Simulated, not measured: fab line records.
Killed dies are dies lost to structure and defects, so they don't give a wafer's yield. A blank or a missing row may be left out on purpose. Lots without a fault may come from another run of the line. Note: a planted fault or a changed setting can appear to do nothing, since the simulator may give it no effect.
Lot-split experiment | flow n5Finfet | on a route of 1938 steps: 7 lots, 21 wafers read

== ON THE SPLIT ==
At N5_BEOL_M7_ILD_DEP_00 (deposits SiCOH lowk from DEMS/porogen, target thk 179.75 nm, time 33.4 s), the setting timeS was moved away from the recipe's 33.4 s on 8 of the 21 wafers read, by -5.7% to +11.4%. The other wafers ran this setting at the recipe's value.

== SPLIT TO READING: what lies between them in the file, 1 step ==
- N5_BEOL_M7_CURE_74: cures SiCOH lowk, time 240 s

== THE READING ==
M7_ILD_THK at N5_BEOL_M7_THK_MEAS_01, in nm. On this fab line, fault-free wafers typically give 155.0 nm with a standard deviation of 2.1 nm.

wafer  | tool, chamber at the split | timeS as run, s | against the recipe | M7_ILD_THK, nm | against lot-mates on the recipe
L074.1 | pecvd-04, 2                | 35.79           | +7.2%              | 166.0          | +8.7
L074.2 | pecvd-04, 1                | 33.4            | recipe             | 155.5          | -
L074.5 | pecvd-04, 1                | 33.4            | recipe             | 159.2          | -
L079.1 | pecvd-03, 1                | 31.61           | -5.4%              | 143.2          | -9.4
L079.3 | pecvd-03, 2                | 31.61           | -5.4%              | 147.7          | -4.9
L079.4 | pecvd-03, 1                | 33.4            | recipe             | 152.6          | -
L087.1 | pecvd-03, 1                | 33.4            | recipe             | 152.2          | -
L087.4 | pecvd-03, 2                | 33.4            | recipe             | 156.9          | -
L087.6 | pecvd-03, 1                | 33.4            | recipe             | 154.2          | -
L089.3 | pecvd-03, 2                | 33.4            | recipe             | 153.8          | -
L089.5 | pecvd-03, 0                | 36.57           | +9.5%              | 169.0          | +13.0
L089.6 | pecvd-03, 2                | 33.4            | recipe             | 158.2          | -
L088.3 | pecvd-04, 1                | 33.4            | recipe             | 152.6          | -
L088.4 | pecvd-04, 0                | 37.21           | +11.4%             | 171.8          | +19.2
L088.5 | pecvd-04, 2                | 37.21           | +11.4%             | 172.3          | +19.7
L094.1 | pecvd-04, 2                | 36.98           | +10.7%             | 171.4          | +14.3
L094.2 | pecvd-04, 0                | 33.4            | recipe             | 155.0          | -
L094.4 | pecvd-04, 2                | 33.4            | recipe             | 159.1          | -
L097.1 | pecvd-02, 1                | 33.4            | recipe             | 154.5          | -
L097.2 | pecvd-02, 0                | 31.51           | -5.7%              | 147.1          | -8.0
L097.6 | pecvd-02, 2                | 33.4            | recipe             | 155.7          | -

THE FIT
A straight line over all 21 wafers: M7_ILD_THK changes by +1.52 nm for each +1% of timeS; r = +0.97; the points scatter about the line by 2.1 nm.
The same after taking each lot's own level away (the mean of its wafers on the recipe; 21 wafers): +1.49 nm for each +1%; r = +0.97; scatter 1.9 nm.
Per that fit: largest timeS move, reading shift of 17 nm.
The lots' own levels span 152.60 to 157.35 nm, that is 2.3 times the standard deviation above.
Consequently the slope shifts little with the lot-to-lot level, the two slopes agreeing.
Check: +16.5 nm against its lot-mates is what the line predicts for one of the wafers moved furthest among these (+11.4%) when that wafer is left out of the fit. Against them it came out at +19.2 nm.

== ADDITIONAL SPLITS CARRIED BY THESE WAFERS ==
Note: prior to the reading, these wafers also went through further splits. Each is held against what the fit with the lots' levels taken away leaves over:
other split on the same wafers | wafers away from the commonest value | r with M7_ILD_THK (lot level and that fit taken away)
N5_BEOL_M2_ETCH_69 biasW       | 9                                    | -0.41
N5_BEOL_M5_ETCH_72 biasW       | 7                                    | -0.23
N5_BEOL_M5_COAT_66 spinRpm     | 6                                    | +0.11
N5_BEOL_M6_PECVD_70 timeS      | 8                                    | +0.22

== THE WHOLE CHAIN: every reading that the file lists as answering this split, in the file's order ==
step                   | what it does                                                             | reading                                                                                 | change (the file's fit)              | r (the file's)
N5_BEOL_M7_ILD_DEP_00  | deposits SiCOH lowk from DEMS/porogen, target thk 179.75 nm, time 33.4 s | SiCOH_lowk_of_BEOL_M7_ILD_DEP_00.thkNm (the simulator's own value, which no gauge read) | +1.65 nm for each +1% of the setting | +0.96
N5_BEOL_M7_CURE_74     | cures SiCOH lowk, time 240 s                                             | SiCOH_lowk_of_BEOL_M7_ILD_DEP_00.thkNm (the simulator's own value, which no gauge read) | +1.44 nm for each +1% of the setting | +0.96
N5_BEOL_M7_THK_MEAS_01 |                                                                          | M7_ILD_THK                                                                              | +1.44 for each +1% of the setting    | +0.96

== FILE'S OWN FIT ==
M7_ILD_THK changes by +1.44 nm for each +1% of timeS, r = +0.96.
